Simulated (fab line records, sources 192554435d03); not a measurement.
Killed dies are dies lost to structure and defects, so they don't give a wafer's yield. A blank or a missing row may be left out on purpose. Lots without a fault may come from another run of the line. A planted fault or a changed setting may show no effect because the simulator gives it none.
Which tool did it? | flow n5_finfet | 11 lots, 31 wafers sampled, at 2 steps of a route of 1938

WHAT THE GAUGES READ, wafer by wafer
N5_FIN_SAQP_THK_MEAS_05.
lot  | measured    | on            | thk_nm (nm)
L422 | day 2 03:05 | film_metro-01 | 37.5 37.5 38.0
L424 | day 2 15:17 | film_metro-01 | 37.9 37.9 38.6
L429 | day 3 21:55 | film_metro-01 | 38.4 38.2 39.5
L432 | day 4 18:39 | film_metro-01 | 4.0 4.0 3.9
L433 | day 4 20:27 | film_metro-02 | 4.0 4.0 4.0
L434 | day 5 05:04 | film_metro-01 | 4.0 4.0 4.0
L435 | day 5 09:55 | film_metro-01 | 38.0 38.6 38.2
L437 | day 5 22:25 | film_metro-02 | 38.0 37.8
L439 | day 6 11:08 | film_metro-02 | 38.2 37.9
L440 | day 6 15:09 | film_metro-01 | 37.7 37.4 37.8
L442 | day 7 02:35 | film_metro-01 | 37.6 36.8 37.9

WHICH TOOL RAN EACH LOT (tool, then ch and the chambers of the sampled wafers, then the start)
lot  | N5_FIN_SAQP_HM_DEP_03
L422 | pecvd-04 ch 1,2, day 2 02:59
L424 | pecvd-04 ch 0,1,2, day 2 15:13
L429 | pecvd-04 ch 0,2, day 3 21:50
L432 | pecvd-03 ch 0,2, day 4 18:34
L433 | pecvd-04 ch 0,1, day 4 20:22
L434 | pecvd-04 ch 0,1,2, day 5 05:00
L435 | pecvd-04 ch 0,1, day 5 09:50
L437 | pecvd-04 ch 0,1, day 5 22:21
L439 | pecvd-03 ch 0,2, day 6 11:02
L440 | pecvd-04 ch 0,1,2, day 6 15:04
L442 | pecvd-01 ch 0,1,2, day 7 02:29
- N5_FIN_SAQP_HM_DEP_03: deposits SiNx from SiH4/NH3/N2, target thk 38 nm, time 33.6 s.

THE ANSWER, worked out from the rows above alone
Rule: what is usual is taken from the lots themselves. Put in order of their means at a reading, lots are off if they are a third of the lots or fewer, leave a main group of 4 or more, and stand apart from it by a gap of 3 or more times the standard deviation of the main group's means; of several such gaps the widest counts. A main group whose means are all the same, to the digits that the tables above print for the reading, isn't used. A lot without any number at a reading at which 4 lots or more have one is off too. The other lots that the step has rows for count as sound.
Off: L432, L433, L434, at N5_FIN_SAQP_THK_MEAS_05 (thk_nm). The main group: mean 38.0 nm, standard deviation 0.38.
A tool fits if, at a process step before that reading, it ran every lot that is off, and no sound lot after the first of them. The gauges at N5_FIN_SAQP_THK_MEAS_05 are tried like those tools. None of those tried fits.

WHAT THE SIMULATOR HAD PUT IN
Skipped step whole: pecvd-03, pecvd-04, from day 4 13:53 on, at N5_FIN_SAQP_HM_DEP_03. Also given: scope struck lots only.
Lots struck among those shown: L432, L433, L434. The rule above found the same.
